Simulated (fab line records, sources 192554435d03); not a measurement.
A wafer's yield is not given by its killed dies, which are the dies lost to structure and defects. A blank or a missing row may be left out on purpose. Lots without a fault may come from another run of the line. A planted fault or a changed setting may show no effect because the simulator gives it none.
Which tool did it? :: flow n5 finfet :: 11 lots with 29 wafers sampled at 5 steps, on a route of 1938 steps

WHAT THE GAUGES READ, wafer by wafer
N5_SD_EPI_P_INSPECT_26: inspects for defects (darkfield). Usual: 178 for raw defect count, sd 33.
lot: L177
measured: day 3 15:45
on: defect inspect-01
raw defect count: 199 157
flag: 

lot: L180
measured: day 4 11:41
on: defect inspect-02
raw defect count: 194 185 178
flag: 

lot: L181
measured: day 4 14:55
on: defect inspect-02
raw defect count: 234 183 162
flag: 

lot: L182
measured: day 4 21:08
on: defect inspect-01
raw defect count: 182 167 191
flag: 

lot: L183
measured: day 5 04:16
on: defect inspect-01
raw defect count: 277 164
flag: 

lot: L186
measured: day 5 22:16
on: defect inspect-02
raw defect count: 190 187 178
flag: 

lot: L187
measured: day 6 03:35
on: defect inspect-02
raw defect count: 189 133 158
flag: 

lot: L191
measured: day 7 04:40
on: defect inspect-01
raw defect count: 117 195
flag: 

lot: L194
measured: day 7 22:46
on: defect inspect-02
raw defect count: 161 181
flag: 

lot: L195
measured: day 8 06:29
on: defect inspect-01
raw defect count: 176 244 189
flag: 

lot: L199
measured: day 9 06:23
on: defect inspect-01
raw defect count: 180 156 144
flag: 

N5_SDB_INSPECT_13: inspects for defects (brightfield). Usual: 71 for raw defect count, sd 29.
lot: L177
measured: day 3 23:32
on: defect inspect-01
raw defect count: 69 98
flag: 

lot: L180
measured: day 4 19:07
on: defect inspect-02
raw defect count: 69 55 40
flag: 

lot: L181
measured: day 4 23:17
on: defect inspect-02
raw defect count: 90 88 65
flag: 

lot: L182
measured: day 5 06:24
on: defect inspect-01
raw defect count: 62 66 75
flag: 

lot: L183
measured: day 5 11:46
on: defect inspect-01
raw defect count: 133 91
flag: 

lot: L186
measured: day 6 05:58
on: defect inspect-02
raw defect count: 52 48 74
flag: 

lot: L187
measured: day 6 12:36
on: defect inspect-01
raw defect count: 109 106 133
flag: 

lot: L191
measured: day 7 12:23
on: defect inspect-01
raw defect count: 53 55
flag: 

lot: L194
measured: day 8 06:42
on: defect inspect-01
raw defect count: 92 59
flag: 

lot: L195
measured: day 8 14:01
on: defect inspect-01
raw defect count: 24 84 59
flag: 

lot: L199
measured: day 9 13:53
on: defect inspect-01
raw defect count: 57 117 25
flag: 

N5_BEOL_M4_RC_MEAS_101. Usual: DIBL_N 36.6 mV/V, standard deviation 2.3; DIBL_P 36.3 mV/V, standard deviation 2.8; IOFF_N 0.17 nA/um, standard deviation 0.047; IOFF_P 0.22 nA/um, standard deviation 0.048; ION_N 676 uA/um, standard deviation 14; ION_P 463 uA/um, standard deviation 9.4; SS_N 71.6 mV/dec, standard deviation 0.84; SS_P 73.4 mV/dec, standard deviation 0.85; VT_N 249 mV, standard deviation 3.7; VT_P -249 mV, standard deviation 3.6.
lot: L177
measured: day 8 11:25
on: prober-01
DIBL_N (mV/V): 36.9 35.2
DIBL_P (mV/V): 36.2 33.8
IOFF_N (nA/um): 0.16 0.14
IOFF_P (nA/um): 0.22 0.19
ION_N (uA/um): 660 671
ION_P (uA/um): 461 462
SS_N (mV/dec): 71.9 71.6
SS_P (mV/dec): 73.2 72.3
VT_N (mV): 249 254
VT_P (mV): -249 -254
flag: 

lot: L180
measured: day 8 20:05
on: prober-02
DIBL_N (mV/V): 36.2 36.8 40.1
DIBL_P (mV/V): 36.8 38.0 39.1
IOFF_N (nA/um): 0.14 0.16 0.21
IOFF_P (nA/um): 0.19 0.21 0.23
ION_N (uA/um): 661 674 681
ION_P (uA/um): 457 462 452
SS_N (mV/dec): 70.4 71.6 71.8
SS_P (mV/dec): 74.2 73.8 74.6
VT_N (mV): 252 249 246
VT_P (mV): -254 -251 -253
flag: 

lot: L181
measured: day 9 04:26
on: prober-02
DIBL_N (mV/V): 36.7 36.6 37.7
DIBL_P (mV/V): 35.6 36.1 37.9
IOFF_N (nA/um): 0.17 0.17 0.21
IOFF_P (nA/um): 0.20 0.21 0.23
ION_N (uA/um): 669 667 677
ION_P (uA/um): 450 458 460
SS_N (mV/dec): 71.4 71.7 72.2
SS_P (mV/dec): 73.6 72.8 74.1
VT_N (mV): 249 250 247
VT_P (mV): -253 -249 -251
flag: 

lot: L182
measured: day 9 12:21
on: prober-02
DIBL_N (mV/V): 34.6 39.8 39.2
DIBL_P (mV/V): 32.4 40.0 39.3
IOFF_N (nA/um): 0.12 0.20 0.18
IOFF_P (nA/um): 0.14 0.24 0.23
ION_N (uA/um): 672 696 694
ION_P (uA/um): 458 465 469
SS_N (mV/dec): 71.3 72.4 72.4
SS_P (mV/dec): 72.5 74.5 74.1
VT_N (mV): 255 250 248
VT_P (mV): -256 -250 -251
flag: 

lot: L183
measured: day 9 14:20
on: prober-01
DIBL_N (mV/V): 34.9 33.2
DIBL_P (mV/V): 34.5 32.8
IOFF_N (nA/um): 0.15 0.12
IOFF_P (nA/um): 0.22 0.19
ION_N (uA/um): 683 672
ION_P (uA/um): 473 470
SS_N (mV/dec): 70.9 70.8
SS_P (mV/dec): 72.8 72.7
VT_N (mV): 246 253
VT_P (mV): -246 -249
flag: 

lot: L186
measured: day 10 12:26
on: prober-01
DIBL_N (mV/V): 36.1 32.4 36.0
DIBL_P (mV/V): 36.6 30.0 36.9
IOFF_N (nA/um): 0.14 0.09 0.15
IOFF_P (nA/um): 0.20 0.12 0.21
ION_N (uA/um): 670 662 692
ION_P (uA/um): 461 453 468
SS_N (mV/dec): 70.8 70.4 70.9
SS_P (mV/dec): 73.4 71.4 72.8
VT_N (mV): 250 257 249
VT_P (mV): -250 -257 -250
flag: 

lot: L187
measured: day 10 12:43
on: prober-02
DIBL_N (mV/V): 36.1 36.9 37.1
DIBL_P (mV/V): 35.7 35.5 34.7
IOFF_N (nA/um): 0.15 0.17 0.17
IOFF_P (nA/um): 0.18 0.18 0.16
ION_N (uA/um): 656 689 647
ION_P (uA/um): 448 466 437
SS_N (mV/dec): 71.1 71.6 73.2
SS_P (mV/dec): 72.7 73.2 72.6
VT_N (mV): 253 248 253
VT_P (mV): -253 -249 -255
flag: 

lot: L191
measured: day 11 21:28
on: prober-02
DIBL_N (mV/V): 37.7 37.2
DIBL_P (mV/V): 38.0 36.0
IOFF_N (nA/um): 0.21 0.18
IOFF_P (nA/um): 0.27 0.24
ION_N (uA/um): 713 679
ION_P (uA/um): 486 466
SS_N (mV/dec): 71.9 72.1
SS_P (mV/dec): 74.5 72.7
VT_N (mV): 244 249
VT_P (mV): -244 -247
flag: 

lot: L194
measured: day 12 09:35
on: prober-01
DIBL_N (mV/V): 35.1 33.5
DIBL_P (mV/V): 35.4 33.8
IOFF_N (nA/um): 0.14 0.12
IOFF_P (nA/um): 0.19 0.17
ION_N (uA/um): 683 658
ION_P (uA/um): 471 456
SS_N (mV/dec): 70.4 70.8
SS_P (mV/dec): 72.8 71.8
VT_N (mV): 249 251
VT_P (mV): -252 -252
flag: 

lot: L195
measured: day 12 23:11
on: prober-01
DIBL_N (mV/V): 36.6 34.8 35.4
DIBL_P (mV/V): 38.3 35.2 37.6
IOFF_N (nA/um): 0.16 0.13 0.15
IOFF_P (nA/um): 0.25 0.19 0.23
ION_N (uA/um): 679 661 681
ION_P (uA/um): 473 459 470
SS_N (mV/dec): 73.0 71.9 71.8
SS_P (mV/dec): 73.3 73.0 74.2
VT_N (mV): 248 253 251
VT_P (mV): -247 -253 -247
flag: 

lot: L199
measured: day 13 22:28
on: prober-02
DIBL_N (mV/V): 39.1 33.5 38.9
DIBL_P (mV/V): 40.3 33.6 37.9
IOFF_N (nA/um): 0.23 0.14 0.22
IOFF_P (nA/um): 0.30 0.18 0.25
ION_N (uA/um): 704 688 683
ION_P (uA/um): 479 474 468
SS_N (mV/dec): 72.8 71.2 72.8
SS_P (mV/dec): 74.6 73.0 73.7
VT_N (mV): 243 248 246
VT_P (mV): -245 -249 -244
flag: 

TOOL THAT RAN EACH LOT (tool first, then ch and the chambers of the sampled wafers, then the start)
lot: L177
N5_ILD0_LINER_00: ald sin-01 ch 0,3, day 3 16:45
N5_SDB_COAT_04: litho track-03 ch 0, day 3 23:06

lot: L180
N5_ILD0_LINER_00: ald sin-03 ch 0,1,2, day 4 12:28
N5_SDB_COAT_04: litho track-02 ch 0, day 4 18:50

lot: L181
N5_ILD0_LINER_00: ald sin-02 ch 0,3, day 4 15:52
N5_SDB_COAT_04: litho track-04 ch 0, day 4 22:51

lot: L182
N5_ILD0_LINER_00: ald sin-03 ch 0,3, day 4 22:50
N5_SDB_COAT_04: litho track-02 ch 0, day 5 05:58

lot: L183
N5_ILD0_LINER_00: ald sin-03 ch 1,3, day 5 05:07
N5_SDB_COAT_04: litho track-02 ch 0, day 5 11:28

lot: L186
N5_ILD0_LINER_00: ald sin-01 ch 0,1,3, day 5 23:03
N5_SDB_COAT_04: litho track-03 ch 0, day 6 05:33

lot: L187
N5_ILD0_LINER_00: ald sin-02 ch 0,1, day 6 04:23
N5_SDB_COAT_04: litho track-02 ch 0, day 6 12:11

lot: L191
N5_ILD0_LINER_00: ald sin-01 ch 0,2, day 7 05:28
N5_SDB_COAT_04: litho track-02 ch 0, day 7 11:58

lot: L194
N5_ILD0_LINER_00: ald sin-01 ch 0,2, day 7 23:38
N5_SDB_COAT_04: litho track-02 ch 0, day 8 06:25

lot: L195
N5_ILD0_LINER_00: ald sin-02 ch 2,3, day 8 07:16
N5_SDB_COAT_04: litho track-02 ch 0, day 8 13:44

lot: L199
N5_ILD0_LINER_00: ald sin-03 ch 0,3, day 9 07:11
N5_SDB_COAT_04: litho track-04 ch 0, day 9 13:33
- N5_ILD0_LINER_00: material SiNx, target thk 4 nm, pulse time 1 s, purge time 2 s.
- N5_SDB_COAT_04: time 60 s, resist thk 18 nm.

AS READ BY THE TOOLS THEMSELVES (means over the sampled wafers that have a number; for cases with no such wafer, the mark the record gives instead)
N5_ILD0_LINER_00. Usual: heater power w 829 W, standard deviation 89; precursor pulse height rel 0.999, standard deviation 0.019.
lot: L177
tool: ald sin-01
heater power w (W): 897
precursor pulse height rel: 0.993
flag: 

lot: L180
tool: ald sin-03
heater power w (W): 819
precursor pulse height rel: 0.993
flag: 

lot: L181
tool: ald sin-02
heater power w (W): 764
precursor pulse height rel: 1.006
flag: 

lot: L182
tool: ald sin-03
heater power w (W): 944
precursor pulse height rel: 1.008
flag: 

lot: L183
tool: ald sin-03
heater power w (W): 793
precursor pulse height rel: 1.013
flag: 

lot: L186
tool: ald sin-01
heater power w (W): 845
precursor pulse height rel: 0.981
flag: 

lot: L187
tool: ald sin-02
heater power w (W): 785
precursor pulse height rel: 1.002
flag: 

lot: L191
tool: ald sin-01
heater power w (W): 739
precursor pulse height rel: 0.994
flag: 

lot: L194
tool: ald sin-01
heater power w (W): 753
precursor pulse height rel: 0.984
flag: 

lot: L195
tool: ald sin-02
heater power w (W): 788
precursor pulse height rel: 0.983
flag: 

lot: L199
tool: ald sin-03
heater power w (W): 882
precursor pulse height rel: 1.000
flag: 

N5_SDB_COAT_04. Usual: heater power total W 427.7 W, standard deviation 2.2; run length s 66.22 s, standard deviation 0.2.
lot: L177
tool: litho track-03
heater power total W (W): 427.1
run length s (s): 66.12
flag: 

lot: L180
tool: litho track-02
heater power total W (W): 430.3
run length s (s): 66.26
flag: 

lot: L181
tool: litho track-04
heater power total W (W): 426.5
run length s (s): 66.41
flag: 

lot: L182
tool: litho track-02
heater power total W (W): 427.8
run length s (s): 66.37
flag: 

lot: L183
tool: litho track-02
heater power total W (W): 427.6
run length s (s): 66.26
flag: 

lot: L186
tool: litho track-03
heater power total W (W): 430.1
run length s (s): 65.94
flag: 

lot: L187
tool: litho track-02
heater power total W (W): 428.7
run length s (s): 66.35
flag: 

lot: L191
tool: litho track-02
heater power total W (W): 452.9
run length s (s): 61.50
flag: OFF

lot: L194
tool: litho track-02
heater power total W (W): 450.6
run length s (s): 61.57
flag: OFF

lot: L195
tool: litho track-02
heater power total W (W): 443.9
run length s (s): 63.10
flag: OFF

lot: L199
tool: litho track-04
heater power total W (W): 427.8
run length s (s): 66.43
flag: 

THE ANSWER, worked out from the rows above alone
Rule: lot off if the mean of its wafers having a number is beyond 3 standard deviations from the usual mean. A lot without any number at a reading at which 4 lots or more have one is off too. Where the step has rows for the other lots, those lots are counted as sound. After the gauges, taken in route order, come the tools' own readings; for these a lot's mean is taken, as printed above. At the first step where some lot is off, the reading lying furthest off is the one used; lots without a number count as furthest.
Off: L191, L194, L195 (N5_SDB_COAT_04, run length s).
A tool fits if, at that step or a process step before it, it ran every lot that is off, and no sound lot after the first of them. One candidate fits, namely litho track-02 at N5_SDB_COAT_04. A fault onset in the window from L187 (day 6 12:11, its last sound lot) to L191 (day 7 11:58, its first lot off) fits.
The tool's own readings at N5_SDB_COAT_04 bear it out: on the lots that are off they differ by more than 5 times the standard deviation of the sound lots' means. heater power total W reads 449.1 W there against 428.2 W on the sound lots; run length s reads 62.06 s there against 66.27 s on the sound lots.

WHAT THE SIMULATOR PUT IN
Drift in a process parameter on litho track-02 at N5_SDB_COAT_04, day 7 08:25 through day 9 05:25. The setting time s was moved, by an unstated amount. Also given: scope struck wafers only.
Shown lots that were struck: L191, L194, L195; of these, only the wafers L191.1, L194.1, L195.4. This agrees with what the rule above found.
